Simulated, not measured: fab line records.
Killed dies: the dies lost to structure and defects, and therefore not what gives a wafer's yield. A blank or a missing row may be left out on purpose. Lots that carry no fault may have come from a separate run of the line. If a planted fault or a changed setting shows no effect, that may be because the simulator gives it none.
Struck lot and sound lot, side by side	flow nand-harc	15 steps out of a route of 1302
Sound: these wafers, L398.1, L398.3, L398.5. The struck wafers were L410.2, L410.3, L410.6. The cause is given at the end.
For every step that has rows: the tool of each side, followed by ch and its chambers, followed by its first start. Under that, the readings that differ: sound wafers	struck wafers	difference of the means	sigmas: that difference in standard deviations of wafers without a fault.
alike: a reading whose means differ by less than 2 such deviations, as well as words and numbers matching on both sides. not compared: withheld readings; readings where some wafer has no value; bounds like >300 that might hide an equal value; numbers whose values overlap and for which the record gives no deviation.
The two part at a step that has a row with sigmas, a row that says differs or no value, or rows on one side only. When numbers do not overlap yet have no deviation, they are printed without sigmas and do not part them. A reading missing from all wafers of one side parts the sides only when that side holds two or more wafers.

first, 4 steps without rows for these wafers: NHARC_A_ZERO_WELL_STRIP_14 (strips in SPM, time 900 s); NHARC_A_ZERO_WELL_IMPLANT_15; NHARC_A_ZERO_WELL_PRECLEAN_22 (cleans in SC1, time 60 s); NHARC_A_ZERO_WELL_SRD_23.
NHARC_A_ZERO_WELL_RTA_16: time 10 s.
  sound on rtp-anneal-01 ch 0, day 7 01:08; struck on rtp-anneal-02 ch 0, day 11 22:47
reading	sound	struck	difference	sigmas
wafer_temp_C_max	1005.5 1004.7 1003.8	1002.1 1002.6 1002.6	-2.2	-2
  alike: anneal-temp-c-max, lamp-power-pct
NHARC_A_ZERO_WELL_INSPECT_17:
  sound on defect-inspect-02 at day 7 01:20; struck on defect-inspect-01 at day 11 22:56
  alike: raw-defect-count
then, 3 steps without rows for these wafers: NHARC_A_SOURCE_PLATE_PRECLEAN_00 (cleans in HF-LAST, time 60 s); NHARC_A_SOURCE_PLATE_SRD_01; NHARC_A_SOURCE_PLATE_OXIDE_02 (material SiO2, target thk 10 nm, ox time 1362 s).
NHARC_A_SOURCE_PLATE_THK_MEAS_09: measures by ellipsometry.
  sound on film-metro-02 at day 7 08:37; struck on film-metro-02 at day 12 07:00
  alike: thk-nm
then, 1 step without rows for these wafers: NHARC_A_SOURCE_PLATE_PVD_04 (deposits WSi2, target thk 50 nm).
NHARC_A_SOURCE_PLATE_CVD_03: deposits poly-Si, target thk 200 nm, time 4000 s.
  sound on lpcvd-poly-04 ch 0, day 7 11:11; struck on lpcvd-poly-02 ch 0, day 12 09:29
reading	sound	struck	difference	sigmas
spike-tc-bottom-C (C)	638.7 639.7 639.6	651.7 653.4 653.8	+13.6	+14
spike-tc-centre-C (C)	620.1 618.9 619.5	638.4 636.4 636.8	+17.7	+13
spike-tc-lower-C (C)	620.4 621.8 620.9	633.9 633.0 631.5	+11.8	+7
spike-tc-top-C (C)	639.9 636.1 637.9	649.9 652.1 649.0	+12.4	+7
spike-tc-upper-C (C)	619.6 620.4 617.5	633.1 631.3 631.7	+12.9	+13
tube-center-temp-C (C)	620.02 620.08 619.99	632.91 632.96 632.95	+12.91	+99 or more
then, 1 step without rows for these wafers: NHARC_A_SOURCE_PLATE_ANNEAL_05 (time 1800 s).
NHARC_A_SOURCE_PLATE_THK_MEAS_06: measures by ellipsometry.
  sound on film-metro-01 at day 7 21:13; struck on film-metro-01 at day 12 22:07
reading	sound	struck	difference	sigmas
thk-nm (nm)	199.6 200.5 201.4	270.0 269.3 267.5	+68.4	+34
  not compared: hold
-- break in the record here, with 18 days between the starts of the struck wafers on either side (left off in module A_SOURCE_PLATE, picked up again in module END, where the first step shown is number 1302 on the route) --
NHARC_END_SORT_01:
  sound on prober-02 ch 0, day 25 09:22; struck on prober-02 ch 0, day 30 17:08
  alike: killed-at-array, killed-at-other, killed-at-periphery, killed-dies, killed-open, killed-short

## WHERE THEY PART
At NHARC_A_ZERO_WELL_RTA_16 first; at NHARC_A_SOURCE_PLATE_THK_MEAS_06 last (within this record only). Later steps at which nothing parts them and some readings are alike: NHARC_END_SORT_01.

WHY: what had been put in by the simulator
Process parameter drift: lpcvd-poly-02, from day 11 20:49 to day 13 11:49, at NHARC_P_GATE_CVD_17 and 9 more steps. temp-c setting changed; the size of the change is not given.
